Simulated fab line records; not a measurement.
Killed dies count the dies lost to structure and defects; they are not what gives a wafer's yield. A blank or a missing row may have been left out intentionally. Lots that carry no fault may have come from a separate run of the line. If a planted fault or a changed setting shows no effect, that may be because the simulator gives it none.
Chamber matching / flow nand_harc / NHARC_P_CONTACT_ETCH_36 on rie_diel-08 has 4 sister chambers
The step etches the open film in N2/H2, target depth 260 nm, time 406.25 s. 8 wafers are shown with their chamber, then 8 later ones without.

== WAFERS PAIRED WITH THEIR CHAMBERS ==
wafer=L977.1; chamber=1; drypump_motor_current_A (A)=5.38; rf_vpp_V (V)=430.2
wafer=L977.3; chamber=3; drypump_motor_current_A (A)=5.58; rf_vpp_V (V)=427.9
wafer=L983.5; chamber=1; drypump_motor_current_A (A)=5.37; rf_vpp_V (V)=429.2
wafer=L983.6; chamber=2; drypump_motor_current_A (A)=6.02; rf_vpp_V (V)=427.0
wafer=L984.2; chamber=2; drypump_motor_current_A (A)=6.06; rf_vpp_V (V)=426.7
wafer=L984.3; chamber=3; drypump_motor_current_A (A)=5.54; rf_vpp_V (V)=428.1
wafer=L984.4; chamber=0; drypump_motor_current_A (A)=6.01; rf_vpp_V (V)=431.2
wafer=L985.1; chamber=0; drypump_motor_current_A (A)=6.00; rf_vpp_V (V)=432.0

== WAFERS WITH NO CHAMBER GIVEN ==
wafer=L985.4; drypump_motor_current_A (A)=5.37; rf_vpp_V (V)=429.9
wafer=L985.6; drypump_motor_current_A (A)=6.07; rf_vpp_V (V)=426.6
wafer=L995.1; drypump_motor_current_A (A)=5.97; rf_vpp_V (V)=430.3
wafer=L995.3; drypump_motor_current_A (A)=5.35; rf_vpp_V (V)=431.5
wafer=L995.6; drypump_motor_current_A (A)=5.58; rf_vpp_V (V)=428.4
wafer=L996.1; drypump_motor_current_A (A)=5.59; rf_vpp_V (V)=430.9
wafer=L996.3; drypump_motor_current_A (A)=6.06; rf_vpp_V (V)=426.3
wafer=L996.6; drypump_motor_current_A (A)=5.60; rf_vpp_V (V)=428.3

== THE CHAMBER EACH PASSED THROUGH ==
wafer=L985.4; from the rows above=1; in truth=1
wafer=L985.6; from the rows above=2; in truth=2
wafer=L995.1; from the rows above=0; in truth=0
wafer=L995.3; from the rows above=1; in truth=1
wafer=L995.6; from the rows above=3; in truth=3
wafer=L996.1; from the rows above=3; in truth=3
wafer=L996.3; from the rows above=2; in truth=2
wafer=L996.6; from the rows above=3; in truth=3
Correct placement for 8 of the 8. Left unplaced by these rows: 0. Wrongly placed: 0.
How it was worked out, from the rows above alone: a wafer's distance from a chamber is the root of the sum, over the readings, of the square of ((its reading less the chamber's mean) divided by the reading's scatter). If the next closest chamber is less than 2 further off than the closest, the wafer can't be placed; otherwise it belongs to the closest. A chamber's mean is the mean of its shown wafers. The scatter: the root of (the sum of the squares of (reading less its chamber's mean) over the shown wafers, divided by (wafers less chambers)).
